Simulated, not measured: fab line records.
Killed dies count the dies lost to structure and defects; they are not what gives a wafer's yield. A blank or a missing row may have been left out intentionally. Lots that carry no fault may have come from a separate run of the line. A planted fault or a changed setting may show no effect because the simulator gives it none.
Chamber matching || flow nandHarc || NHARC_A_STAIRCASE_ETCH_232 on rieDiel-10: 4 sister chambers
The step etches the open film in C4F8/O2, target depth 100 nm, time 40.5 s. 15 wafers are shown with their chamber, then 7 later ones without.

EACH WAFER AND ITS CHAMBER
{"wafer": "L211.2", "chamber": 3, "rfVppV (V)": 894, "oesProductAu (a.u.)": 0.943, "runLengthS (s)": 62.4}
{"wafer": "L211.3", "chamber": 1, "rfVppV (V)": 890, "oesProductAu (a.u.)": 0.943, "runLengthS (s)": 62.0}
{"wafer": "L211.6", "chamber": 3, "rfVppV (V)": 896, "oesProductAu (a.u.)": 0.948, "runLengthS (s)": 62.1}
{"wafer": "L213.2", "chamber": 0, "rfVppV (V)": 894, "oesProductAu (a.u.)": 0.947, "runLengthS (s)": 62.1}
{"wafer": "L213.5", "chamber": 2, "rfVppV (V)": 891, "oesProductAu (a.u.)": 0.938, "runLengthS (s)": 62.4}
{"wafer": "L213.6", "chamber": 0, "rfVppV (V)": 893, "oesProductAu (a.u.)": 0.937, "runLengthS (s)": 62.3}
{"wafer": "L214.3", "chamber": 3, "rfVppV (V)": 895, "oesProductAu (a.u.)": 0.924, "runLengthS (s)": 62.4}
{"wafer": "L214.5", "chamber": 3, "rfVppV (V)": 893, "oesProductAu (a.u.)": 0.929, "runLengthS (s)": 61.8}
{"wafer": "L214.6", "chamber": 2, "rfVppV (V)": 889, "oesProductAu (a.u.)": 0.936, "runLengthS (s)": 62.5}
{"wafer": "L217.1", "chamber": 3, "rfVppV (V)": 894, "oesProductAu (a.u.)": 0.924, "runLengthS (s)": 61.9}
{"wafer": "L217.5", "chamber": 1, "rfVppV (V)": 888, "oesProductAu (a.u.)": 0.944, "runLengthS (s)": 62.5}
{"wafer": "L217.6", "chamber": 0, "rfVppV (V)": 891, "oesProductAu (a.u.)": 0.935, "runLengthS (s)": 62.2}
{"wafer": "L219.2", "chamber": 1, "rfVppV (V)": 888, "oesProductAu (a.u.)": 0.953, "runLengthS (s)": 62.1}
{"wafer": "L219.4", "chamber": 3, "rfVppV (V)": 894, "oesProductAu (a.u.)": 0.936, "runLengthS (s)": 62.2}
{"wafer": "L219.6", "chamber": 0, "rfVppV (V)": 892, "oesProductAu (a.u.)": 0.940, "runLengthS (s)": 62.0}

SIGNATURES (means of the wafers above)
{"reading": "rfVppV", "chamber 0": 892.50, "chamber 1": 888.67, "chamber 2": 890.00, "chamber 3": 894.33, "scatter within a chamber": 1.17}
{"reading": "oesProductAu", "chamber 0": 0.93975, "chamber 1": 0.94667, "chamber 2": 0.93700, "chamber 3": 0.93400, "scatter within a chamber": 0.0077}
{"reading": "runLengthS", "chamber 0": 62.150, "chamber 1": 62.200, "chamber 2": 62.450, "chamber 3": 62.133, "scatter within a chamber": 0.215}
Rule: a wafer's distance from a chamber is the root of the sum, over the readings, of the square of ((its reading less the chamber's mean) divided by the reading's scatter). If the next closest chamber is less than 2 further off than the closest, the wafer can't be placed; otherwise it belongs to the closest. The scatter: take each reading less its chamber's mean, square it, sum over the shown wafers, divide by the number of wafers less the number of chambers, and take the root.

WAFERS WITH NO CHAMBER GIVEN
{"wafer": "L223.2", "rfVppV (V)": 893, "oesProductAu (a.u.)": 0.935, "runLengthS (s)": 62.5}
{"wafer": "L223.3", "rfVppV (V)": 890, "oesProductAu (a.u.)": 0.946, "runLengthS (s)": 62.5}
{"wafer": "L223.5", "rfVppV (V)": 893, "oesProductAu (a.u.)": 0.924, "runLengthS (s)": 62.0}
{"wafer": "L224.2", "rfVppV (V)": 892, "oesProductAu (a.u.)": 0.954, "runLengthS (s)": 62.1}
{"wafer": "L224.5", "rfVppV (V)": 888, "oesProductAu (a.u.)": 0.950, "runLengthS (s)": 62.4}
{"wafer": "L227.1", "rfVppV (V)": 893, "oesProductAu (a.u.)": 0.941, "runLengthS (s)": 62.0}
{"wafer": "L229.1", "rfVppV (V)": 893, "oesProductAu (a.u.)": 0.945, "runLengthS (s)": 62.2}

WHICH CHAMBER EACH ONE RAN IN
{"wafer": "L223.2", "from the rows above": "can't be placed: 0 or 3 or 2", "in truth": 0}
{"wafer": "L223.3", "from the rows above": "can't be placed: 2 or 1 or 0", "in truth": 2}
{"wafer": "L223.5", "from the rows above": "can't be placed: 3 or 0 or 2", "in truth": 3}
{"wafer": "L224.2", "from the rows above": "can't be placed: 0 or 1 or 2 or 3", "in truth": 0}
{"wafer": "L224.5", "from the rows above": "can't be placed: 1 or 2", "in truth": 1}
{"wafer": "L227.1", "from the rows above": "can't be placed: 0 or 3", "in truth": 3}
{"wafer": "L229.1", "from the rows above": "can't be placed: 0 or 3", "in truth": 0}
Correct placement for 0 of the 7. Can't be placed from these rows: 7 (the true chamber is among the candidates in 7). 0 placed wrongly.
